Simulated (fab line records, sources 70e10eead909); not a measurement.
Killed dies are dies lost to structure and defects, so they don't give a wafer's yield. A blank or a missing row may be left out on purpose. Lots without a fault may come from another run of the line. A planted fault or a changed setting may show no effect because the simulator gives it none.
A struck lot beside a sound one | flow nand_harc | 40 steps out of a route of 1302
Sound: wafers L103.1, L103.4, L103.6. Struck: wafers L108.2, L108.4, L108.6. The cause comes at the end.
At each step with rows: each side's tool, then ch and its chambers, then its first start. Under that, the readings that differ: sound wafers | struck wafers | difference of the means | sigmas: that difference in standard deviations of wafers without a fault.
alike: readings whose means differ by less than 2 such deviations, and words and numbers that are the same on both sides. not compared: withheld readings, readings that some wafer has no value for, bounds like >300 that may hide the same value, and numbers for which the record gives no deviation and whose values overlap.
The two part at a step that has a row with sigmas, a row that says differs or no value, or rows on one side only. Numbers that don't overlap but have no deviation are shown without sigmas and don't part them. A reading that every wafer of one side lacks parts them only if that side has two wafers or more.

first, 2 steps without rows for these wafers: NHARC_P_M0_PEB_07 (peb time 65 s); NHARC_P_M0_DEVELOP_08 (develop time 35 s).
NHARC_P_M0_CD_MEAS_09: target cd 90 nm.
  sound on cd_sem-01 ch 0, day 7 23:25; struck on cd_sem-03 ch 0, day 9 15:43
  alike: cd_nm
NHARC_P_M0_OVL_MEAS_10: pitch 180 nm.
  sound on overlay-01, day 7 23:31; struck on overlay-01, day 9 15:49
  alike: overlay_x_nm, overlay_y_nm
NHARC_P_M0_INSPECT_11:
  sound on defect_inspect-01, day 7 23:33; struck on defect_inspect-02, day 9 15:51
  alike: raw_defect_count
NHARC_P_M0_DESCUM_14: chemistry O2, time 3 s.
  sound on rie_diel-02 ch 1,2,3, day 7 23:38; struck on rie_diel-02 ch 0,3, day 9 15:55
  alike: chamber_pressure_mTorr, drypump_motor_current_A, oes_product_au, rf_vpp_V, showerhead_plenum_p_Torr, throttle_valve_pct
  not compared: rf_hours_counter_h
then, 2 steps without rows for these wafers: NHARC_P_M0_ETCH_34 (etches the open film in N2/H2, target depth 40 nm, overetch 12 nm, time 43.94 s); NHARC_P_M0_ETCH_15 (etches the open film in C4F8/Ar, target depth 150 nm, overetch 15 nm, time 82.5 s).
NHARC_P_M0_CD_MEAS_16:
  sound on cd_sem-02, day 7 23:55; struck on cd_sem-02, day 9 16:15
  alike: cd_nm
then, 3 steps without rows for these wafers: NHARC_P_M0_STRIP_18 (strips in N2/H2); NHARC_P_M0_STRIP_19 (strips in post etch residue remover, time 600 s); NHARC_P_M0_DEGAS_28 (time 60 s).
NHARC_P_M0_PRE_CLEAN_29: time 30 s.
  sound on pvd_sputter-01, day 8 00:35; struck on pvd_sputter-03, day 9 16:59
  alike: heater_power_w
then, 4 steps without rows for these wafers: NHARC_P_M0_PVD_20 (deposits TaN, target thk 5 nm, time 8.06 s); NHARC_P_M0_PVD_21 (deposits Cu, target thk 30 nm, time 20.49 s); NHARC_P_M0_ECD_22 (material Cu, target thk 400 nm); NHARC_P_M0_ANNEAL_30 (time 90 s).
NHARC_P_M0_CMP_23: polishes, t overpolish 20 s, target thk 117.54 nm.
  sound on cmp-01 ch 0,2, day 8 01:37; struck on cmp-03 ch 2,3, day 9 18:04
  alike: motor_current_A, time_to_endpoint_s
NHARC_P_M0_THK_MEAS_24: measures by xrf.
  sound on film_metro-01, day 8 01:56; struck on film_metro-02, day 9 18:21
  alike: thk_nm
then, 1 step without rows for these wafers: NHARC_P_M0_SRD_25.
NHARC_P_M0_PRE_CLEAN_31: time 12 s.
  sound on pecvd-02 ch 1,2, day 8 02:11; struck on pecvd-04 ch 0, day 9 18:37
  alike: heater_power_w
NHARC_P_M0_DEP_32: deposits SiCN, target thk 30 nm.
  sound on pecvd-02 ch 1,2, day 8 02:17; struck on pecvd-04 ch 0, day 9 18:47
  alike: heater_power_w
then, 10 steps without rows for these wafers: NHARC_P_M1_DEP_00 (deposits SiOC, target thk 182.5 nm); NHARC_P_M1_DEHYDRATE_01 (time 120 s); NHARC_P_M1_HMDS_02 (time 30 s); NHARC_P_M1_COAT_34 (time 65 s); NHARC_P_M1_COAT_03 (resist thk 90 nm); NHARC_P_M1_SOFTBAKE_04 (time 55 s); NHARC_P_M1_EBR_05; NHARC_P_M1_EXPOSE_06 (exposes mask P M1, target cd 130 nm); NHARC_P_M1_PEB_07 (peb time 65 s); NHARC_P_M1_DEVELOP_08 (develop time 35 s).
NHARC_P_M1_CD_MEAS_09: target cd 130 nm.
  sound on cd_sem-03 ch 0, day 8 03:28; struck on cd_sem-02 ch 0, day 9 20:07
  alike: cd_nm
NHARC_P_M1_OVL_MEAS_10: pitch 260 nm.
  sound on overlay-02, day 8 03:33; struck on overlay-02, day 9 20:12
  alike: overlay_x_nm, overlay_y_nm
NHARC_P_M1_DESCUM_14: chemistry O2, time 3 s.
  sound on rie_diel-12 ch 0,1,3, day 8 03:40; struck on rie_diel-12 ch 1,2,3, day 9 20:18
  alike: chamber_pressure_mTorr, drypump_motor_current_A, oes_product_au, rf_vpp_V, showerhead_plenum_p_Torr, throttle_valve_pct
  not compared: rf_hours_counter_h
then, 2 steps without rows for these wafers: NHARC_P_M1_ETCH_35 (etches the open film in N2/H2, target depth 40 nm, overetch 12 nm, time 43.94 s); NHARC_P_M1_ETCH_15 (etches the open film in C4F8/Ar, target depth 182.5 nm, time 91.2 s).
NHARC_P_M1_CD_MEAS_16:
  sound on cd_sem-02, day 8 04:00; struck on cd_sem-02, day 9 20:37
  alike: cd_nm
then, 1 step without rows for these wafers: NHARC_P_M1_STRIP_18 (strips in N2/H2).
-- the record jumps here: 19 days lie between the struck wafers' starts before and after (it left off in module P_M1 and takes up again in module END, whose first step shown is number 1302 of the route) --
NHARC_END_SORT_01:
  the record has rows for the struck wafers here (prober-02 ch 0, day 28 22:57) and none for the sound ones

WHERE THEY PART
Only at NHARC_END_SORT_01, within this record.

WHY: what the simulator had put in
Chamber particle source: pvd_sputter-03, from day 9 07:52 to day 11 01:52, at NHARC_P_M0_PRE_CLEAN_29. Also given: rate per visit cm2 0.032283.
